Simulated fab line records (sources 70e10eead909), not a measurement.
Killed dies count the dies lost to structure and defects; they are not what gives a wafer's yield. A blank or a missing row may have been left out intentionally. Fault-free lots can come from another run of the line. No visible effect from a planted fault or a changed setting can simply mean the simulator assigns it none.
Which tool is to blame? / flow nand harc / 24 lots, 72 wafers sampled, at 1 step of a route of 1159

## WHAT EACH GAUGE READ, for each wafer
NHARC_A_ONON_D1_THK_MEAS_18: measures by ellipsometry.
lot=L074; measured=day 7 21:44; on=film metro-01; thk nm (nm)=1001 1000 1000
lot=L075; measured=day 7 21:44; on=film metro-02; thk nm (nm)=989 987 989
lot=L077; measured=day 8 14:38; on=film metro-02; thk nm (nm)=995 998 996
lot=L076; measured=day 8 14:38; on=film metro-01; thk nm (nm)=1004 1003 1003
lot=L078; measured=day 9 04:32; on=film metro-01; thk nm (nm)=977 979 977
lot=L079; measured=day 9 04:32; on=film metro-02; thk nm (nm)=1008 1007 1007
lot=L081; measured=day 9 10:16; on=film metro-01; thk nm (nm)=982 981 980
lot=L080; measured=day 9 10:17; on=film metro-02; thk nm (nm)=984 981 983
lot=L083; measured=day 10 03:53; on=film metro-02; thk nm (nm)=1001 1000 999
lot=L082; measured=day 10 03:53; on=film metro-01; thk nm (nm)=1010 1012 1012
lot=L084; measured=day 10 22:27; on=film metro-02; thk nm (nm)=1012 1010 1011
lot=L085; measured=day 11 04:41; on=film metro-02; thk nm (nm)=1019 1022 1017
lot=L086; measured=day 11 05:02; on=film metro-01; thk nm (nm)=985 988 985
lot=L088; measured=day 11 13:50; on=film metro-02; thk nm (nm)=977 980 979
lot=L087; measured=day 11 13:50; on=film metro-01; thk nm (nm)=1007 1005 1006
lot=L090; measured=day 12 02:29; on=film metro-02; thk nm (nm)=1013 1011 1012
lot=L089; measured=day 12 02:30; on=film metro-01; thk nm (nm)=1003 1003 1001
lot=L091; measured=day 12 07:15; on=film metro-02; thk nm (nm)=1005 1004 1005
lot=L092; measured=day 12 07:19; on=film metro-01; thk nm (nm)=991 992 992
lot=L093; measured=day 12 13:29; on=film metro-02; thk nm (nm)=1014 1014 1013
lot=L094; measured=day 13 00:33; on=film metro-02; thk nm (nm)=985 988 988
lot=L096; measured=day 13 05:39; on=film metro-01; thk nm (nm)=1011 1010 1011
lot=L095; measured=day 13 05:40; on=film metro-02; thk nm (nm)=1003 1002 1003
lot=L097; measured=day 13 18:25; on=film metro-02; thk nm (nm)=998 997 997

## EACH LOT AND THE TOOL THAT RAN IT (in order: tool; ch and the chambers of the sampled wafers; start)
The record shows no process step preceding these readings.

## WHAT THE TOOLS THEMSELVES READ (means of the sampled wafers that have a number; where no wafer has one, the mark that the record gives instead)
The record holds no such reading with a usual standard deviation.

## THE ANSWER, worked out from the rows above alone
Rule: the lots themselves supply what counts as usual. The widest of any qualifying gaps counts: lots, ordered by their means at a reading, are off when they make up no more than a third of the lots, leave a main group of 4 or more, and stand apart from it by 3 or more times the standard deviation of that group's means. If all means in a main group match to the digits the tables above print for the reading, that group is not used. A lot without any number at a reading at which 4 lots or more have one is off too. The other lots that the step has rows for count as sound. First the gauges in route order, then the tools' own readings, where a lot's mean is used as printed above. At the first step where some lot is off, the reading lying furthest off is the one used; lots without a number count as furthest.
Across all readings shown, no lot is off: no conclusion can be drawn from this.

## WHAT THE SIMULATOR HAD INSERTED
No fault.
